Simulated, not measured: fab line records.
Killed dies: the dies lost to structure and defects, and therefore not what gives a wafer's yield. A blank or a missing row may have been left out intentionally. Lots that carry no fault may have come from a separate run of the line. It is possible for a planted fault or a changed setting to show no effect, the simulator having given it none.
Which of the tools did it? ; flow n5Finfet ; 11 lots with 33 wafers sampled at 5 steps, on a route of 1938 steps

== WHAT THE GAUGES READ, wafer by wafer ==
Not one reading of a measure or inspect step in the record can be checked against a usual standard deviation.

== TOOL THAT RAN EACH LOT (tool first, then ch and the chambers of the sampled wafers, then the start) ==
lot;N5_BEOL_M6_CVD_78;N5_BEOL_M15_TRENCH_ETCH_34;N5_BEOL_M15_DEGAS_41;N5_MIM_BOT_ETCH_STRIP_01;N5_PASSIVATION_PROBE_49
L968;cvdCo-01 ch 1,2, day 8 10:36;rieDiel-01 ch 0,1, day 11 05:40;pvdSputter-03, day 11 12:48;rieDiel-06 ch 0,1, day 11 19:11;-
L967;cvdCo-01 ch 0,1, day 8 10:59;rieDiel-01 ch 1,3, day 11 04:31;pvdSputter-01, day 11 07:45;rieDiel-06 ch 0,1,3, day 11 14:12;-
L970;cvdCo-01 ch 0,1,2, day 9 13:45;rieDiel-02 ch 0,3, day 12 03:10;pvdSputter-01, day 12 13:19;rieDiel-04 ch 0,1,2, day 12 21:46;-
L972;cvdCo-02 ch 0,1,2, day 9 17:32;rieDiel-02 ch 0,2,3, day 12 05:42;pvdSputter-01, day 12 08:47;rieDiel-04 ch 0,2,3, day 12 18:41;-
L974;cvdCo-01 ch 1,2, day 10 13:34;rieDiel-02 ch 1,3, day 13 05:23;pvdSputter-01, day 13 07:17;rieDiel-05 ch 1,3, day 13 13:04;-
L975;cvdCo-02 ch 1,2, day 10 20:31;rieDiel-03 ch 0,2,3, day 13 17:20;pvdSputter-03, day 13 21:02;rieDiel-04 ch 0,1, day 14 03:23;prober-02, day 14 12:31
L979;cvdCo-01 ch 1,2, day 11 16:16;rieDiel-03 ch 1,2, day 14 10:34;pvdSputter-03, day 14 17:45;rieDiel-06 ch 1,3, day 14 23:44;-
L983;cvdCo-01 ch 0,1, day 13 02:27;rieDiel-02 ch 1,3, day 16 03:33;pvdSputter-02, day 16 15:07;rieDiel-06 ch 0,1,2, day 16 22:26;prober-02, day 17 06:17
L984;cvdCo-01 ch 0,1, day 13 10:10;rieDiel-03 ch 0,2, day 16 03:56;pvdSputter-02, day 16 08:58;rieDiel-04 ch 0,3, day 16 16:25;prober-02, day 17 11:10
L985;cvdCo-02 ch 1,2, day 14 06:08;rieDiel-01 ch 0,3, day 17 05:23;pvdSputter-01, day 17 08:51;rieDiel-04 ch 0,1, day 17 18:20;-
L988;cvdCo-02 ch 0,1,2, day 14 18:18;rieDiel-01 ch 0,2,3, day 17 09:29;pvdSputter-01, day 17 10:52;rieDiel-06 ch 0,1,2, day 17 18:58;-
- N5_BEOL_M6_CVD_78: deposits Co from CCTBA/H2, target thk 2 nm, time 142.3 s.
- N5_BEOL_M15_TRENCH_ETCH_34: etches SiO2 in C4F8/O2/Ar, target depth 872.93 nm, time 199 s.
- N5_BEOL_M15_DEGAS_41: time 60 s.
- N5_MIM_BOT_ETCH_STRIP_01: strips in O2.
- N5_PASSIVATION_PROBE_49

== AS READ BY THE TOOLS THEMSELVES (means over the sampled wafers that have a number; for cases with no such wafer, the mark the record gives instead) ==
N5_BEOL_M15_TRENCH_ETCH_34. Usual: drypumpMotorCurrentA 5.7 A, standard deviation 0.45; oes_ar_750_au 0.81 a.u., standard deviation 0.1; oesProductAu 0.81 a.u., standard deviation 0.1; rfVppV 2223 V, standard deviation 65; showerheadPlenumPTorr 3.44 Torr, standard deviation 0.13; throttleValvePct 30.91 %, standard deviation 0.28.
lot;tool;drypumpMotorCurrentA (A);oes_ar_750_au (a.u.);oesProductAu (a.u.);rfVppV (V);showerheadPlenumPTorr (Torr);throttleValvePct (%);flag
L968;rieDiel-01;6.2;0.75;0.73;2137;3.34;30.56;
L967;rieDiel-01;6.6;0.70;0.69;2186;3.37;30.79;
L970;rieDiel-02;5.4;0.83;0.83;2194;3.55;30.99;
L972;rieDiel-02;5.5;0.78;0.79;2224;3.41;30.87;
L974;rieDiel-02;6.0;0.75;0.76;2200;3.50;31.00;
L975;rieDiel-03;5.3;0.88;0.89;2196;3.47;30.94;
L979;rieDiel-03;5.4;0.87;0.88;2176;3.44;31.02;
L983;rieDiel-02;6.0;0.73;0.72;2199;3.49;31.00;
L984;rieDiel-03;5.5;0.94;0.94;2170;3.53;31.10;
L985;rieDiel-01;6.2;0.72;0.72;2323;3.51;31.00;
L988;rieDiel-01;6.0;0.79;0.79;2305;3.45;30.93;

N5_BEOL_M15_DEGAS_41. Usual: heaterPowerW reads 453 W (standard deviation 40).
lot;tool;heaterPowerW (W);flag
L968;pvdSputter-03;471;
L967;pvdSputter-01;441;
L970;pvdSputter-01;426;
L972;pvdSputter-01;421;
L974;pvdSputter-01;420;
L975;pvdSputter-03;443;
L979;pvdSputter-03;478;
L983;pvdSputter-02;489;
L984;pvdSputter-02;487;
L985;pvdSputter-01;425;
L988;pvdSputter-01;445;

N5_MIM_BOT_ETCH_STRIP_01. Usual: drypumpMotorCurrentA 5.9 A, standard deviation 0.49; oesProductAu 0.83 a.u., standard deviation 0.089; rfVppV 3.8 V, standard deviation 1.5; showerheadPlenumPTorr 2.09 Torr, standard deviation 0.097; throttleValvePct 16.54 %, standard deviation 0.2.
lot;tool;drypumpMotorCurrentA (A);oesProductAu (a.u.);rfVppV (V);showerheadPlenumPTorr (Torr);throttleValvePct (%);flag
L968;rieDiel-06;6.4;0.95;4.0;2.06;16.56;
L967;rieDiel-06;6.3;0.91;4.0;2.05;16.56;
L970;rieDiel-04;5.6;0.76;3.7;2.14;16.60;
L972;rieDiel-04;5.6;0.81;4.0;2.15;16.53;
L974;rieDiel-05;5.8;0.89;3.0;2.04;16.49;
L975;rieDiel-04;5.5;0.82;2.7;2.16;16.42;
L979;rieDiel-06;6.2;0.85;3.9;2.04;16.68;
L983;rieDiel-06;6.0;0.86;3.8;2.11;16.63;
L984;rieDiel-04;5.5;0.81;3.6;2.09;16.35;
L985;rieDiel-04;5.3;0.91;4.1;2.24;16.21;
L988;rieDiel-06;6.0;0.85;3.1;2.10;16.62;

N5_PASSIVATION_PROBE_49. Usual: defectLimitedYield 91.1 %, standard deviation 1.5; killed_at_M0_to_M3 37, standard deviation 11; killed_at_M4_up 13, standard deviation 5.6; killedAtContacts 12, standard deviation 5.6; killedAtFrontEnd 39, standard deviation 11; killedAtOther 4, standard deviation 3.1; killedDies 105, standard deviation 18; killedOpen 69, standard deviation 13; killedShort 35, standard deviation 7.4; sort_bin_4_leakage 0.00 %, standard deviation 0.022; sort_bin_5_function 5.1 %, standard deviation 0.92; sort_bin_6_memory 3.4 %, standard deviation 0.76; sort_bin_8_speed 0.02 %, standard deviation 0.11; sortNPass 1075, standard deviation 18; sortYieldPct 91.1 %, standard deviation 1.5.
lot;tool;defectLimitedYield (%);killed_at_M0_to_M3;killed_at_M4_up;killedAtContacts;killedAtFrontEnd;killedAtOther;killedDies;killedOpen;killedShort;sort_bin_4_leakage (%);sort_bin_5_function (%);sort_bin_6_memory (%);sort_bin_8_speed (%);sortNPass;sortYieldPct (%);flag
L975;prober-02;90.0;40;15;15;46;3;119;83;35;0.00;6.0;3.8;0.00;1061;90.0;
L983;prober-02;84.3;31;105;12;37;1;186;60;35;0.00;10.0;4.0;0.00;994;84.3;OFF
L984;prober-02;84.2;25;102;9;48;3;186;68;29;0.00;10.3;4.2;0.00;994;84.2;OFF

== THE ANSWER, worked out from the rows above alone ==
Rule: lot off if the mean of its wafers having a number is beyond 3 standard deviations from the usual mean. A lot without any number at a reading at which 4 lots or more have one is off too. Any other lot the step has rows for is counted as sound. First the gauges in route order, then the tools' own readings, where a lot's mean is used as printed above. At the first step where some lot is off, the reading lying furthest off is the one used; lots without a number count as furthest.
Off, at N5_PASSIVATION_PROBE_49 on killed_at_M4_up: L983, L984. Neither off nor sound, because the step has no rows for them: L968, L967, L970, L972, L974, L979, L985, L988.
If a tool, at that step or one of the process steps before it, ran each lot that is off and ran no sound lot following the first of them, it fits. Can't be told from this: 3 tools fit, cvdCo-01 at N5_BEOL_M6_CVD_78, pvdSputter-02 at N5_BEOL_M15_DEGAS_41, prober-02 at N5_PASSIVATION_PROBE_49.

== WHAT THE SIMULATOR HAD PUT IN ==
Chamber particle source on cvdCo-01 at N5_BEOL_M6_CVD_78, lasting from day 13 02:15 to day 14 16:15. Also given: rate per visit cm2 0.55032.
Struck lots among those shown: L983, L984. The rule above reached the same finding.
